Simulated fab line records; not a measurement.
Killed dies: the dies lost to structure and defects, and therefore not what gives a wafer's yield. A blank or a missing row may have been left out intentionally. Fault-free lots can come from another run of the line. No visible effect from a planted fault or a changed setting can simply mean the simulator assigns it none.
fab line records	flow nand_harc
record: lots: 24	wafers: 72	last_day: 33
route steps=1302 shown A_CONTACT@1043
lots untouched by any fault: they come from a run of this same line in which no faults occurred
start_h: the number of hours between the record's first day and the start of the first shown wafer of the lot	wait_h: how many hours have passed since the lot's step before this one	" the same as in the row above	L1.1+2: a single row standing in for several wafers	- either no value or no given start	* or withheld: withheld	< > ~ a bound
route shown NAME@n: NAME is a module with steps in the file, n the number in the route of the first one	usual: mean/standard deviation of fault-free wafers	same: alike in all rows	chamber/n: place in a boat	sites: per-site readings	_std_site: the values' standard deviation	_edge_site: mean of outer sites minus mean of inner sites	radius_mm: how far each site lies from the wafer's centre	mask NAME#n: copy n	behind: the tool/chamber that last shaped the wafer	hold: reason for holding the lot/hours on hold/outcome of the hold	device: transistor that didn't switch, given as n, p or np	end of line: at the end of the route, the tests of the same wafers	where a step has no rows: the recipe by itself	killed: count of dies lost to structure and defects at first sort (not the wafer's yield)	map: per-die view of a wafer (x killed, . not killed, _ where there is no die)
set.NAME: the setting the step ran with; set.NAME@STEP: the setting that earlier step ran with	model.NAME: the simulator's own value behind a step, which no gauge read
steps of the route over a sample of lots; a table a step, a row a wafer
services: a tool's chamber out of use, with start hour (start_h, from the record's first day; less than 0 if before it), hours out, and reason
== steps ==
step: NHARC_A_CONTACT_ETCH_75
recipe: target_depth_a: 390	over_etch_frac: 0.3	time_s: 65	ion_energy_ev: 80	cf4_flow_sccm: 150	ar_flow_sccm: 0	rf_w: 300	bias_w: 100	chemistry: CF4
usual: drypump_motor_current_A: 5.7/0.51	oes_product_au: 1.004/0.0092	rf_vpp_V: 151.2/1.1	showerhead_plenum_p_Torr: 1.76/0.058	throttle_valve_pct: 13.283/0.01
same: over_etch_frac: 0.3	time_s: 65
lot.wafer	tool	chamber	start_h	wait_h	drypump_motor_current_A	oes_product_au	rf_hours_counter_h	rf_vpp_V	showerhead_plenum_p_Torr	throttle_valve_pct
L076.1	rie_diel-08	0	511.23	0.1	5.7	1.011	25	150.1	1.70	13.276
L076.3	"	3	"	"	5.2	1.007	24	151.5	1.85	13.283
L076.5	"	1	"	"	6.2	1.007	-	151.1	1.70	13.302
L074.4	rie_diel-09	0	511.48	0.2	5.1	1.021	3	150.7	1.73	13.266
L074.2	"	1	"	"	6.5	1.014	2	152.6	1.86	13.282
L074.3	"	2	"	"	6.5	1.019	2	152.5	1.71	13.275
L075.4	rie_diel-08	0	514.39	0.1	5.8	0.996	26	150.7	1.70	13.275
L075.1	"	1	"	"	6.2	1.001	25	151.0	1.70	13.291
L075.2	"	3	"	"	5.2	1.012	24	152.7	1.85	13.279
L077.1	rie_diel-13	0	544.36	0.1	5.6	0.992	4	151.4	1.75	13.290
L077.4	"	1	"	"	5.0	0.989	4	150.4	1.78	13.265
L077.3	"	2	"	"	6.3	1.002	6	152.5	1.78	13.286
L079.4	rie_diel-09	3	547.54	0.1	5.0	1.006	19	151.1	1.70	13.298
L079.3	"	1	"	"	6.5	1.025	20	152.7	1.86	13.267
L079.6	"	0	"	"	5.2	1.014	-	150.3	1.72	13.309
L078.3	rie_diel-13	1	550.20	0.1	4.9	0.974	5	151.8	1.78	13.297
L078.1	"	2	"	"	6.3	1.011	7	151.7	1.78	13.282
L078.6	"	3	"	"	5.3	1.012	-	151.6	1.81	13.293
L080.4	rie_diel-08	2	566.91	0.1	6.2	1.001	2	152.2	1.84	13.283
L080.2	"	0	"	"	5.7	1.007	1	149.4	1.70	13.284
L080.5	"	1	"	"	6.2	0.989	-	150.3	1.70	13.284
L081.4	rie_diel-08	1	587.39	0.1	6.2	1.005	5	150.7	1.70	13.278
L081.1	"	3	"	"	5.3	1.004	5	153.7	1.84	13.294
L081.3	"	0	"	"	5.7	1.011	5	150.0	1.70	13.279
L082.2	rie_diel-08	1	591.55	0.1	6.2	1.002	6	149.3	1.70	13.267
L082.1	"	2	"	"	6.1	0.999	6	152.0	1.84	13.283
L082.5	"	0	"	"	5.7	1.005	-	151.2	1.70	13.281
L083.4	rie_diel-08	1	596.67	0.1	6.2	1.008	7	150.8	1.70	13.287
L083.2	"	2	"	"	6.2	1.001	6	151.9	1.84	13.276
L083.5	"	1	"	"	6.2	1.008	-	149.7	1.70	13.278
L084.3	rie_diel-09	2	596.86	0.1	6.5	1.013	32	150.8	1.70	13.274
L084.1	"	3	"	"	5.1	0.998	34	149.7	1.70	13.292
L084.4	"	1	"	"	6.4	1.007	36	152.2	1.85	13.290
L085.4	rie_diel-13	0	611.36	0.1	5.6	0.998	26	150.5	1.74	13.289
L085.5	"	1	"	"	5.0	0.993	-	152.0	1.77	13.277
L085.6	"	2	"	"	6.3	1.007	-	151.3	1.78	13.266
L086.2	rie_diel-08	1	611.64	0.1	6.2	1.007	10	149.6	1.70	13.270
L086.1	"	2	"	"	6.2	1.004	9	150.6	1.84	13.273
L086.4	"	0	"	"	5.8	1.018	10	150.2	1.70	13.274
L088.3	rie_diel-08	0	637.72	0.1	5.7	1.004	14	152.1	1.70	13.272
L088.6	"	0	"	"	5.7	1.015	-	150.8	1.70	13.273
L088.5	"	3	"	"	5.2	0.998	-	152.9	1.84	13.282
L089.3	rie_diel-09	3	639.10	0.1	5.0	0.998	49	149.4	1.69	13.269
L089.6	"	3	"	"	5.0	0.999	-	150.3	1.69	13.272
L089.5	"	0	"	"	5.2	1.001	-	150.8	1.71	13.287
L087.3	rie_diel-13	3	644.30	0.1	5.3	1.012	34	152.3	1.81	13.285
L087.1	"	0	"	"	5.6	0.993	36	151.1	1.74	13.280
L087.6	"	2	"	"	6.3	1.010	-	151.9	1.78	13.280
L091.3	rie_diel-08	2	671.96	0.1	6.2	0.999	17	151.6	1.83	13.278
L091.1	"	0	"	"	5.7	1.016	19	150.5	1.70	13.273
L091.5	"	2	"	"	6.2	1.012	-	151.6	1.83	13.281
L092.2	rie_diel-08	3	679.31	0.1	5.3	0.997	21	152.4	1.84	13.294
L092.4	"	0	"	"	5.7	1.003	20	151.0	1.69	13.293
L092.6	"	0	"	"	5.7	1.002	-	149.4	1.70	13.295
L090.5	rie_diel-13	0	680.79	0.1	5.6	1.006	-	149.8	1.73	13.270
L090.4	"	1	"	"	5.0	0.987	-	151.9	1.77	13.293
L090.6	"	2	"	"	6.3	0.993	-	150.8	1.77	13.300
L093.3	rie_diel-08	2	695.19	0.1	6.2	0.996	20	151.4	1.83	13.297
L093.6	"	0	"	"	5.8	1.012	-	150.3	1.69	13.293
L093.5	"	1	"	"	6.2	0.999	-	151.2	1.69	13.291
L097.2	rie_diel-13	0	721.81	0.1	5.6	0.986	4	151.0	1.73	13.301
L097.4	"	1	"	"	5.0	1.015	3	151.9	1.76	13.275
L097.3	"	2	"	"	6.3	1.004	3	151.0	1.77	13.280
L094.4	rie_diel-09	1	726.26	0.1	6.5	1.014	14	152.5	1.84	13.277
L094.1	"	2	"	"	6.5	1.002	16	150.5	1.69	13.278
L094.3	"	3	"	"	5.1	0.995	15	150.1	1.69	13.274
L095.3	rie_diel-13	0	727.73	0.1	5.6	0.992	5	150.3	1.73	13.258
L095.1	"	2	"	"	6.3	0.994	5	150.6	1.77	13.276
L095.5	"	0	"	"	5.6	0.983	-	149.8	1.73	13.279
L096.2	rie_diel-13	0	732.55	0.1	5.6	0.984	7	151.3	1.73	13.290
L096.1	"	1	"	"	5.0	1.012	6	151.1	1.76	13.277
L096.5	"	2	"	"	6.3	0.989	-	152.2	1.77	13.285
step: NHARC_A_CONTACT_ETCH_78
recipe: target_depth_a: 53000	over_etch_frac: 0.3	time_s: 1378	ion_energy_ev: 150	o2_flow_sccm: 400	cos_flow_sccm: 20	ar_flow_sccm: 0	rf_w: 500	bias_w: 300	chemistry: O2/COS
usual: drypump_motor_current_A: 5.7/0.53	oes_product_au: 1.002/0.01	rf_vpp_V: 313.9/1.7	showerhead_plenum_p_Torr: 3.11/0.11	throttle_valve_pct: 28.330/0.0089
same: over_etch_frac: 0.3	time_s: 1378
lot.wafer	tool	chamber	start_h	wait_h	drypump_motor_current_A	oes_product_au	rf_hours_counter_h	rf_vpp_V	showerhead_plenum_p_Torr	throttle_valve_pct
L076.1	rie_diel-08	0	-	-	5.7	1.007	25	313.5	3.00	28.325
L076.3	"	2	"	"	6.2	1.004	28	316.4	3.25	28.346
L076.5	"	1	"	"	6.2	1.007	-	310.9	3.00	28.337
L074.2	rie_diel-09	2	-	-	6.5	1.015	2	313.3	3.01	28.324
L074.3	"	3	"	"	5.0	1.006	3	312.5	3.01	28.329
L074.4	"	1	"	"	6.4	1.013	3	314.8	3.29	28.328
L075.4	rie_diel-08	1	-	-	6.2	0.999	26	314.0	3.00	28.337
L075.2	"	2	"	"	6.2	0.987	28	316.7	3.25	28.312
L075.1	"	3	"	"	5.2	1.007	25	315.4	3.26	28.328
L077.1	rie_diel-13	0	-	-	5.6	0.997	5	313.4	3.08	28.325
L077.4	"	2	"	"	6.3	1.005	6	314.0	3.15	28.332
L077.3	"	3	"	"	5.3	1.010	6	313.4	3.20	28.346
L079.3	rie_diel-09	2	-	-	6.5	1.014	20	312.9	3.01	28.333
L079.4	"	3	"	"	5.0	1.005	19	312.6	3.00	28.345
L079.6	"	2	"	"	6.5	1.014	-	313.4	3.01	28.337
L078.3	rie_diel-13	1	-	-	5.0	0.993	5	314.7	3.14	28.320
L078.1	"	2	"	"	6.3	1.016	7	314.8	3.15	28.333
L078.6	"	0	"	"	5.6	0.996	-	313.3	3.08	28.333
L080.4	rie_diel-08	1	-	-	6.2	1.002	2	312.0	3.00	28.322
L080.2	"	2	"	"	6.2	1.016	2	316.1	3.24	28.331
L080.5	"	0	"	"	5.7	1.013	-	312.8	3.00	28.351
L081.1	rie_diel-08	0	-	-	5.7	1.004	5	312.2	3.00	28.330
L081.3	"	1	"	"	6.2	1.014	5	314.8	3.00	28.326
L081.4	"	2	"	"	6.2	0.986	6	316.1	3.24	28.335
L082.2	rie_diel-08	3	-	-	5.2	0.995	6	315.4	3.26	28.341
L082.1	"	0	"	"	5.7	1.011	6	311.7	3.00	28.330
L082.5	"	3	"	"	5.3	0.998	-	315.5	3.26	28.323
L083.2	rie_diel-08	3	-	-	5.2	0.996	7	315.2	3.26	28.314
L083.4	"	0	"	"	5.7	1.016	7	312.8	3.00	28.329
L083.5	"	3	"	"	5.2	1.010	-	315.5	3.26	28.331
L084.3	rie_diel-09	2	-	-	6.5	1.007	32	312.9	3.00	28.353
L084.1	"	3	"	"	5.0	0.997	35	311.8	2.99	28.345
L084.4	"	0	"	"	5.2	1.005	36	312.7	3.03	28.348
L085.4	rie_diel-13	2	-	-	6.3	1.006	25	313.8	3.14	28.327
L085.6	"	2	"	"	6.3	1.005	-	313.8	3.14	28.324
L085.5	"	3	"	"	5.3	1.001	-	315.8	3.19	28.323
L086.2	rie_diel-08	0	-	-	5.7	1.003	11	312.3	2.99	28.328
L086.4	"	1	"	"	6.2	1.008	10	311.8	2.99	28.330
L086.1	"	2	"	"	6.2	0.994	10	316.9	3.24	28.326
L088.3	rie_diel-08	0	-	-	5.8	1.013	14	311.6	2.99	28.322
L088.6	"	2	"	"	6.2	1.005	-	316.0	3.24	28.336
L088.5	"	3	"	"	5.2	1.001	-	316.2	3.25	28.339
L089.3	rie_diel-09	3	-	-	5.0	0.996	50	311.9	2.98	28.319
L089.5	"	3	"	"	5.0	0.997	-	310.8	2.98	28.334
L089.6	"	0	"	"	5.2	1.003	-	312.5	3.02	28.332
L087.3	rie_diel-13	3	-	-	5.3	0.997	34	314.8	3.19	28.342
L087.1	"	1	"	"	5.0	0.974	36	313.2	3.13	28.342
L087.6	"	3	"	"	5.3	0.995	-	314.5	3.19	28.336
L091.3	rie_diel-08	1	-	-	6.2	0.995	16	312.4	2.99	28.328
L091.1	"	2	"	"	6.2	0.999	17	316.6	3.24	28.329
L091.5	"	0	"	"	5.8	1.002	-	312.7	2.99	28.323
L092.4	rie_diel-08	3	-	-	5.2	1.015	22	316.6	3.25	28.335
L092.2	"	1	"	"	6.2	0.997	17	311.9	2.99	28.326
L092.6	"	0	"	"	5.8	1.005	-	313.5	2.99	28.312
L090.4	rie_diel-13	0	-	-	5.6	0.996	52	314.3	3.06	28.321
L090.6	"	0	"	"	5.6	0.994	-	312.3	3.06	28.343
L090.5	"	1	"	"	4.9	0.981	-	314.2	3.12	28.330
L093.3	rie_diel-08	2	-	-	6.2	0.987	21	316.0	3.24	28.342
L093.5	"	2	"	"	6.2	0.987	-	316.1	3.24	28.334
L093.6	"	3	"	"	5.3	1.009	-	315.1	3.25	28.317
L097.4	rie_diel-09	1	-	-	6.5	1.009	13	316.0	3.25	28.329
L097.2	"	2	"	"	6.5	1.005	14	310.5	2.98	28.336
L097.3	"	0	"	"	5.2	1.006	12	311.4	3.01	28.317
L094.4	rie_diel-09	1	-	-	6.5	1.013	15	317.2	3.25	28.325
L094.1	"	2	"	"	6.5	1.011	16	313.0	2.98	28.315
L094.3	"	3	"	"	5.1	1.001	15	313.1	2.97	28.321
L095.1	rie_diel-13	2	-	-	6.3	0.996	5	314.1	3.12	28.338
L095.3	"	0	"	"	5.6	0.992	6	313.2	3.05	28.326
L095.5	"	2	"	"	6.3	0.994	-	314.4	3.12	28.334
L096.2	rie_diel-13	1	-	-	5.0	1.011	7	313.1	3.11	28.313
L096.1	"	3	"	"	5.3	1.000	7	314.6	3.18	28.333
L096.5	"	2	"	"	6.3	0.989	-	314.6	3.12	28.343
step: NHARC_A_CONTACT_ETCH_129
recipe: source_w: withheld	pressure_mtorr: 20	bias_v: 3000	time_s: 197	target_depth_a: 19180	ar_flow_sccm: withheld	c4f8_flow_sccm: withheld	o2_flow_sccm: withheld	chemistry: C4F8/O2/Ar
same: time_s: 197
lot.wafer	tool	chamber	start_h	wait_h	rf_hours_counter_h
L076.1	har_cap_etch-02	0	513.61	0.1	89
L076.3	"	1	"	"	-
L076.5	"	1	"	"	-
L074.2	har_cap_etch-03	1	513.88	0.1	45
L074.4	"	0	"	"	-
L074.3	"	1	"	"	-
L075.1	har_cap_etch-01	1	516.75	0.1	1
L075.2	"	0	"	"	1
L075.4	"	1	"	"	-
L077.1	har_cap_etch-02	1	546.71	0.1	94
L077.3	"	1	"	"	-
L077.4	"	0	"	"	-
L079.3	har_cap_etch-03	0	549.96	0.1	-
L079.4	"	1	"	"	-
L079.6	"	0	"	"	-
L078.1	har_cap_etch-01	1	552.66	0.1	6
L078.3	"	1	"	"	-
L078.6	"	0	"	"	-
L080.2	har_cap_etch-01	1	569.29	0.1	9
L080.4	"	0	"	"	-
L080.5	"	0	"	"	-
L081.1	har_cap_etch-01	1	589.79	0.1	13
L081.3	"	0	"	"	-
L081.4	"	1	"	"	-
L082.1	har_cap_etch-03	0	593.90	0.1	58
L082.2	"	1	"	"	58
L082.5	"	0	"	"	-
L083.2	har_cap_etch-02	0	599.02	0.1	103
L083.4	"	0	"	"	-
L083.5	"	0	"	"	-
L084.1	har_cap_etch-01	1	599.22	0.1	15
L084.3	"	1	"	"	-
L084.4	"	0	"	"	-
L085.4	har_cap_etch-03	1	613.80	0.1	-
L085.6	"	0	"	"	-
L085.5	"	1	"	"	-
L086.1	har_cap_etch-02	1	614.02	0.1	108
L086.2	"	0	"	"	108
L086.4	"	1	"	"	-
L088.3	har_cap_etch-02	0	640.45	0.1	-
L088.6	"	0	"	"	-
L088.5	"	1	"	"	-
L089.3	har_cap_etch-01	1	641.55	0.1	-
L089.6	"	0	"	"	-
L089.5	"	1	"	"	-
L087.1	har_cap_etch-03	0	646.66	0.1	68
L087.3	"	1	"	"	-
L087.6	"	1	"	"	-
L091.1	har_cap_etch-02	0	674.33	0.1	118
L091.3	"	1	"	"	-
L091.5	"	0	"	"	-
L092.2	har_cap_etch-01	1	681.66	0.1	30
L092.4	"	1	"	"	-
L092.6	"	0	"	"	-
L090.4	har_cap_etch-03	1	683.30	0.1	-
L090.6	"	0	"	"	-
L090.5	"	1	"	"	-
L093.3	har_cap_etch-01	1	697.62	0.1	-
L093.5	"	0	"	"	-
L093.6	"	1	"	"	-
L097.2	har_cap_etch-01	0	724.28	0.1	38
L097.3	"	0	"	"	-
L097.4	"	1	"	"	-
L094.1	har_cap_etch-03	0	728.73	0.2	80
L094.3	"	0	"	"	-
L094.4	"	1	"	"	-
L095.1	har_cap_etch-02	0	730.13	0.1	127
L095.3	"	0	"	"	-
L095.5	"	0	"	"	-
L096.1	har_cap_etch-02	1	735.22	0.2	129
L096.2	"	0	"	"	129
L096.5	"	0	"	"	-
step: NHARC_A_CONTACT_ETCH_89
recipe: target_depth_a: 2600	over_etch_frac: 0.3	time_s: 475.3	ion_energy_ev: 200	n2_flow_sccm: 150	h2_flow_sccm: 150	ar_flow_sccm: 0	rf_w: 400	bias_w: 150	chemistry: N2/H2
usual: drypump_motor_current_A: 5.8/0.51	h2_flow_sccm: 149.9/0.5	oes_product_au: 1.001/0.01	rf_vpp_V: 430.1/2.5	showerhead_plenum_p_Torr: 2.03/0.083	throttle_valve_pct: 14.170/0.0088
same: over_etch_frac: 0.3	time_s: 475.3
lot.wafer	tool	chamber	start_h	wait_h	drypump_motor_current_A	h2_flow_sccm	oes_product_au	rf_hours_counter_h	rf_vpp_V	showerhead_plenum_p_Torr	throttle_valve_pct
L076.3	rie_diel-13	0	-	-	5.6	149.5	0.985	52	431.5	2.01	14.168
L076.1	"	1	"	"	5.0	149.4	0.987	52	431.7	2.06	14.162
L076.5	"	2	"	"	6.4	150.2	0.998	-	430.3	2.06	14.169
L074.2	rie_diel-08	0	-	-	5.8	149.1	1.013	27	426.5	1.95	14.158
L074.3	"	1	"	"	6.2	149.9	0.999	26	427.5	1.95	14.160
L074.4	"	2	"	"	6.2	150.8	1.004	29	432.6	2.13	14.171
L075.4	rie_diel-09	2	-	-	6.5	150.2	1.010	6	429.8	1.96	14.179
L075.2	"	3	"	"	5.0	150.1	0.999	7	428.9	1.96	14.168
L075.1	"	0	"	"	5.2	150.4	1.017	6	429.2	1.98	14.151
L077.4	rie_diel-09	2	-	-	6.5	150.1	1.006	23	428.2	1.96	14.176
L077.1	"	0	"	"	5.2	149.8	1.005	21	428.3	1.98	14.169
L077.3	"	1	"	"	6.5	151.0	1.021	23	433.8	2.15	14.171
L079.4	rie_diel-08	2	-	-	6.2	149.7	1.000	0	433.6	2.13	14.181
L079.3	"	0	"	"	5.7	149.8	1.003	0	429.6	1.95	14.171
L079.6	"	2	"	"	6.2	150.7	1.003	-	432.1	2.13	14.181
L078.3	rie_diel-08	2	-	-	6.2	149.7	1.011	1	432.4	2.13	14.188
L078.1	"	1	"	"	6.2	150.3	0.998	1	427.4	1.95	14.167
L078.6	"	3	"	"	5.3	150.6	0.990	-	433.0	2.14	14.173
L080.4	rie_diel-09	1	-	-	6.5	149.9	1.018	30	432.8	2.15	14.160
L080.2	"	2	"	"	6.5	150.1	1.010	29	426.9	1.95	14.186
L080.5	"	0	"	"	5.2	149.9	1.012	-	427.3	1.98	14.184
L081.1	rie_diel-13	3	-	-	5.3	149.2	1.000	20	432.9	2.09	14.169
L081.3	"	1	"	"	5.0	149.5	1.007	19	431.4	2.05	14.170
L081.4	"	2	"	"	6.3	149.3	1.009	20	431.2	2.05	14.171
L082.2	rie_diel-09	0	-	-	5.2	150.4	1.006	38	429.2	1.97	14.161
L082.1	"	1	"	"	6.5	150.2	1.006	38	434.1	2.14	14.155
L082.5	"	0	"	"	5.2	150.1	1.003	-	427.4	1.97	14.185
L083.4	rie_diel-08	2	-	-	6.2	148.9	0.988	7	433.0	2.13	14.156
L083.2	"	0	"	"	5.7	149.9	1.015	9	428.4	1.95	14.188
L083.5	"	1	"	"	6.2	149.4	1.005	-	428.0	1.95	14.155
L084.4	rie_diel-08	1	-	-	6.2	149.8	1.007	9	426.5	1.95	14.177
L084.3	"	2	"	"	6.2	149.9	0.992	8	432.9	2.13	14.176
L084.1	"	3	"	"	5.2	149.8	0.990	10	434.5	2.14	14.170
L085.4	rie_diel-08	0	-	-	5.8	149.2	1.017	12	427.3	1.95	14.178
L085.6	"	1	"	"	6.2	149.4	1.009	-	427.8	1.95	14.168
L085.5	"	2	"	"	6.2	150.2	1.003	-	432.3	2.12	14.165
L086.2	rie_diel-13	1	-	-	5.0	150.7	0.998	28	429.8	2.05	14.163
L086.4	"	3	"	"	5.3	149.8	1.019	28	431.5	2.09	14.157
L086.1	"	0	"	"	5.6	150.5	0.993	29	430.4	2.00	14.173
L088.3	rie_diel-08	3	-	-	5.3	149.9	0.997	16	433.2	2.13	14.158
L088.6	"	1	"	"	6.2	149.0	0.990	-	427.6	1.95	14.179
L088.5	"	2	"	"	6.2	149.4	0.989	-	433.6	2.12	14.166
L089.3	rie_diel-08	2	-	-	6.2	150.4	0.998	14	431.8	2.12	14.159
L089.5	"	2	"	"	6.2	150.2	0.997	-	433.8	2.12	14.157
L089.6	"	3	"	"	5.3	149.5	1.015	-	433.4	2.13	14.182
L087.3	rie_diel-08	2	-	-	6.2	150.5	0.996	15	433.9	2.12	14.158
L087.1	"	1	"	"	6.2	150.1	0.995	14	427.8	1.95	14.172
L087.6	"	3	"	"	5.2	150.1	1.002	-	431.9	2.13	14.177
L091.1	rie_diel-09	2	-	-	6.5	149.4	1.004	0	427.5	1.94	14.165
L091.3	"	3	"	"	5.0	149.6	1.000	0	427.4	1.94	14.173
L091.5	"	1	"	"	6.5	149.8	1.012	-	433.2	2.14	14.164
L092.2	rie_diel-09	1	-	-	6.5	149.8	1.020	1	432.7	2.14	14.162
L092.4	"	2	"	"	6.5	150.0	0.994	1	427.2	1.94	14.171
L092.6	"	2	"	"	6.5	149.9	0.996	-	427.1	1.94	14.183
L090.4	rie_diel-08	0	-	-	5.7	149.5	0.999	23	427.5	1.95	14.171
L090.6	"	1	"	"	6.2	150.5	1.003	-	427.6	1.94	14.155
L090.5	"	2	"	"	6.2	149.9	0.996	-	432.8	2.12	14.164
L093.3	rie_diel-08	1	-	-	6.2	150.7	0.995	20	428.4	1.94	14.154
L093.6	"	0	"	"	5.8	150.2	1.001	-	428.0	1.94	14.161
L093.5	"	2	"	"	6.2	150.6	0.992	-	432.2	2.12	14.176
L097.3	rie_diel-13	0	-	-	5.6	149.5	0.998	6	429.8	1.99	14.171
L097.2	"	1	"	"	5.0	150.5	1.010	6	429.8	2.03	14.164
L097.4	"	3	"	"	5.3	149.3	0.995	6	431.7	2.08	14.157
L094.4	rie_diel-08	0	-	-	5.8	149.9	1.003	1	428.2	1.94	14.164
L094.3	"	1	"	"	6.2	150.1	0.998	1	427.4	1.94	14.167
L094.1	"	3	"	"	5.2	150.5	0.990	1	432.8	2.13	14.169
L095.1	rie_diel-08	1	-	-	6.2	149.1	0.987	2	427.7	1.94	14.169
L095.3	"	0	"	"	5.7	150.3	0.987	2	428.5	1.94	14.161
L095.5	"	2	"	"	6.2	149.4	0.978	-	431.4	2.12	14.162
L096.1	rie_diel-08	3	-	-	5.3	148.8	0.991	3	431.8	2.13	14.166
L096.2	"	0	"	"	5.7	150.2	0.983	3	428.2	1.94	14.167
L096.5	"	2	"	"	6.2	150.2	0.982	-	433.1	2.12	14.178
step: NHARC_A_CONTACT_ETCH_135
recipe: source_w: withheld	pressure_mtorr: 20	bias_v: 1200	time_s: 311	target_depth_a: 19120	ar_flow_sccm: withheld	c4f8_flow_sccm: withheld	o2_flow_sccm: withheld	chemistry: C4F8/O2/Ar
same: time_s: 311
lot.wafer	tool	chamber	start_h	wait_h	rf_hours_counter_h
L076.1	har_cap_etch-02	0	520.27	0.2	90
L076.3	"	0	"	"	-
L076.5	"	0	"	"	-
L074.2	har_cap_etch-03	1	521.37	0.2	46
L074.4	"	1	"	"	-
L074.3	"	0	"	"	-
L075.2	har_cap_etch-01	1	523.37	0.2	2
L075.1	"	0	"	"	2
L075.4	"	0	"	"	-
L077.1	har_cap_etch-02	0	554.84	0.2	95
L077.4	"	0	"	"	-
L077.3	"	1	"	"	-
L079.3	har_cap_etch-01	1	557.89	0.2	-
L079.4	"	0	"	"	-
L079.6	"	0	"	"	-
L078.1	har_cap_etch-02	1	559.78	0.2	96
L078.3	"	0	"	"	-
L078.6	"	1	"	"	-
L080.2	har_cap_etch-03	0	575.93	0.2	54
L080.4	"	0	"	"	-
L080.5	"	1	"	"	-
L081.1	har_cap_etch-03	1	599.24	0.2	59
L081.4	"	0	"	"	-
L081.3	"	1	"	"	-
L083.2	har_cap_etch-03	0	606.61	0.2	60
L083.4	"	0	"	"	-
L083.5	"	0	"	"	-
L082.2	har_cap_etch-02	0	607.07	0.2	106
L082.1	"	1	"	"	106
L082.5	"	1	"	"	-
L084.1	har_cap_etch-01	1	607.53	0.2	19
L084.4	"	1	"	"	-
L084.3	"	0	"	"	-
L085.4	har_cap_etch-01	0	620.43	0.2	-
L085.6	"	0	"	"	-
L085.5	"	1	"	"	-
L086.1	har_cap_etch-03	1	622.08	0.2	63
L086.2	"	0	"	"	63
L086.4	"	1	"	"	-
L088.3	har_cap_etch-02	0	647.03	0.2	-
L088.6	"	1	"	"	-
L088.5	"	0	"	"	-
L089.3	har_cap_etch-01	1	648.84	0.2	-
L089.6	"	1	"	"	-
L089.5	"	0	"	"	-
L087.1	har_cap_etch-03	1	653.75	0.2	69
L087.3	"	0	"	"	-
L087.6	"	0	"	"	-
L091.1	har_cap_etch-02	0	686.13	0.2	119
L091.3	"	0	"	"	-
L091.5	"	0	"	"	-
L092.2	har_cap_etch-03	0	689.65	0.2	74
L092.4	"	0	"	"	-
L092.6	"	1	"	"	-
L090.4	har_cap_etch-02	1	693.45	0.2	-
L090.6	"	1	"	"	-
L090.5	"	0	"	"	-
L093.3	har_cap_etch-03	0	704.37	0.2	-
L093.6	"	0	"	"	-
L093.5	"	1	"	"	-
L097.2	har_cap_etch-01	1	731.39	0.2	39
L097.4	"	0	"	"	-
L097.3	"	1	"	"	-
L094.1	har_cap_etch-01	0	735.53	0.2	40
L094.4	"	0	"	"	-
L094.3	"	1	"	"	-
L095.1	har_cap_etch-03	1	736.87	0.2	83
L095.3	"	1	"	"	-
L095.5	"	0	"	"	-
L096.2	har_cap_etch-02	0	742.51	0.2	130
L096.1	"	1	"	"	130
L096.5	"	1	"	"	-
step: NHARC_A_CONTACT_ETCH_136
recipe: source_w: withheld	pressure_mtorr: 20	bias_v: 1200	time_s: 311	target_depth_a: 19120	ar_flow_sccm: withheld	c4f8_flow_sccm: withheld	o2_flow_sccm: withheld	chemistry: C4F8/O2/Ar
same: time_s: 311
lot.wafer	tool	chamber	start_h	wait_h	rf_hours_counter_h
L076.1	har_cap_etch-02	0	520.55	0.2	90
L076.3	"	0	"	"	-
L076.5	"	0	"	"	-
L074.2	har_cap_etch-03	1	521.65	0.2	46
L074.4	"	1	"	"	-
L074.3	"	0	"	"	-
L075.2	har_cap_etch-01	1	523.64	0.2	2
L075.1	"	0	"	"	2
L075.4	"	0	"	"	-
L077.1	har_cap_etch-02	0	555.11	0.2	95
L077.4	"	0	"	"	-
L077.3	"	1	"	"	-
L079.3	har_cap_etch-01	1	558.16	0.2	-
L079.4	"	0	"	"	-
L079.6	"	0	"	"	-
L078.1	har_cap_etch-02	1	560.12	0.3	97
L078.3	"	0	"	"	-
L078.6	"	1	"	"	-
L080.2	har_cap_etch-03	0	576.20	0.2	54
L080.4	"	0	"	"	-
L080.5	"	1	"	"	-
L081.1	har_cap_etch-03	1	599.51	0.2	59
L081.4	"	0	"	"	-
L081.3	"	1	"	"	-
L083.2	har_cap_etch-03	0	606.89	0.2	61
L083.4	"	0	"	"	-
L083.5	"	0	"	"	-
L082.2	har_cap_etch-02	0	607.34	0.2	107
L082.1	"	1	"	"	107
L082.5	"	1	"	"	-
L084.1	har_cap_etch-01	1	607.81	0.2	19
L084.4	"	1	"	"	-
L084.3	"	0	"	"	-
L085.4	har_cap_etch-01	0	620.71	0.2	-
L085.6	"	0	"	"	-
L085.5	"	1	"	"	-
L086.1	har_cap_etch-03	1	622.35	0.2	64
L086.2	"	0	"	"	64
L086.4	"	1	"	"	-
L088.3	har_cap_etch-02	0	647.31	0.2	-
L088.6	"	1	"	"	-
L088.5	"	0	"	"	-
L089.3	har_cap_etch-01	1	649.12	0.2	-
L089.6	"	1	"	"	-
L089.5	"	0	"	"	-
L087.1	har_cap_etch-03	1	654.02	0.2	69
L087.3	"	0	"	"	-
L087.6	"	0	"	"	-
L091.1	har_cap_etch-02	0	686.49	0.3	119
L091.3	"	0	"	"	-
L091.5	"	0	"	"	-
L092.2	har_cap_etch-03	0	689.92	0.2	75
L092.4	"	0	"	"	-
L092.6	"	1	"	"	-
L090.4	har_cap_etch-02	1	693.72	0.2	-
L090.6	"	1	"	"	-
L090.5	"	0	"	"	-
L093.3	har_cap_etch-03	0	704.64	0.2	-
L093.6	"	0	"	"	-
L093.5	"	1	"	"	-
L097.2	har_cap_etch-01	1	731.66	0.2	39
L097.4	"	0	"	"	-
L097.3	"	1	"	"	-
L094.1	har_cap_etch-01	0	735.79	0.2	40
L094.4	"	0	"	"	-
L094.3	"	1	"	"	-
L095.1	har_cap_etch-03	1	737.14	0.2	84
L095.3	"	1	"	"	-
L095.5	"	0	"	"	-
L096.2	har_cap_etch-02	0	742.78	0.2	130
L096.1	"	1	"	"	130
L096.5	"	1	"	"	-
== services ==
tool	chamber	start_h	hours	kind
rie_diel-09	3	489.26	9.1	repair
rie_diel-08	1	494.29	8.3	repair
har_cap_etch-01	-	497.00	17.0	pm
rie_diel-09	-	497.16	9.0	pm
rie_diel-08	0	499.32	-	clean
rie_diel-08	2	499.32	-	clean
rie_diel-08	3	499.32	-	clean
rie_diel-08	0	523.82	-	clean
rie_diel-08	1	523.82	-	clean
rie_diel-08	2	523.82	-	clean
rie_diel-08	3	523.82	-	clean
rie_diel-08	-	544.80	9.0	pm
rie_diel-08	0	544.80	9.0	vent_cycle
rie_diel-09	2	577.28	8.8	repair
rie_diel-08	2	599.04	6.1	repair
har_cap_etch-03	-	611.96	0.3	repair
rie_diel-08	1	631.41	7.6	repair
har_cap_etch-02	-	634.77	0.6	repair
rie_diel-09	-	671.61	1.7	repair
rie_diel-09	-	674.19	9.0	pm
rie_diel-13	3	677.78	3.1	repair
rie_diel-13	-	697.04	9.0	pm
rie_diel-08	3	700.23	8.9	repair
har_cap_etch-01	-	721.64	1.0	repair
== key ==
fault none
